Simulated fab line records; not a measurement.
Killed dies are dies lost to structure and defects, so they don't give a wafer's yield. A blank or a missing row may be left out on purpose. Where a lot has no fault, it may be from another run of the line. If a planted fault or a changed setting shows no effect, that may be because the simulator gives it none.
Matching of chambers	flow n5-finfet	pecvd-02 running N5_BEOL_M8_DEP_56: 3 sister chambers
The step deposits SiCN from 3MS/NH3, target thk 10 nm, time 17.5 s. 3 wafers are shown with their chamber, then 9 later ones without.

WAFERS, EACH WITH ITS CHAMBER
wafer	chamber	showerhead-vpp-V (V)
L087.5	1	870
L088.3	2	864
L088.5	0	962

WAFERS WITHOUT THEIR CHAMBER
wafer	showerhead-vpp-V (V)
L091.2	857
L091.5	860
L091.6	869
L093.2	953
L093.4	850
L093.6	958
L097.2	848
L097.3	848
L097.5	948

WHICH CHAMBER EACH ONE RAN IN
wafer	from the rows above	in truth
L091.2	can't be placed: 2 or 1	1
L091.5	can't be placed: 2 or 1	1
L091.6	can't be placed: 1 or 2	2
L093.2	0	0
L093.4	can't be placed: 2 or 1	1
L093.6	0	0
L097.2	can't be placed: 2 or 1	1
L097.3	can't be placed: 2 or 1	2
L097.5	0	0
Correct placement for 3 of the 9. Cannot be placed on the basis of these rows: 6; the candidates contain the true chamber in 6. 0 placed wrongly.
How it was worked out, from the rows above alone: a wafer's distance from a chamber is the root of the sum, over the readings, of the square of ((its reading less the chamber's mean) divided by the reading's scatter). If the next closest chamber is less than 2 further off than the closest, the wafer can't be placed; otherwise it belongs to the closest. A chamber's mean is the mean of its shown wafers. The scatter: with one shown wafer a chamber, the root of the mean of the squares of how far each hidden wafer lies from its nearest shown one.
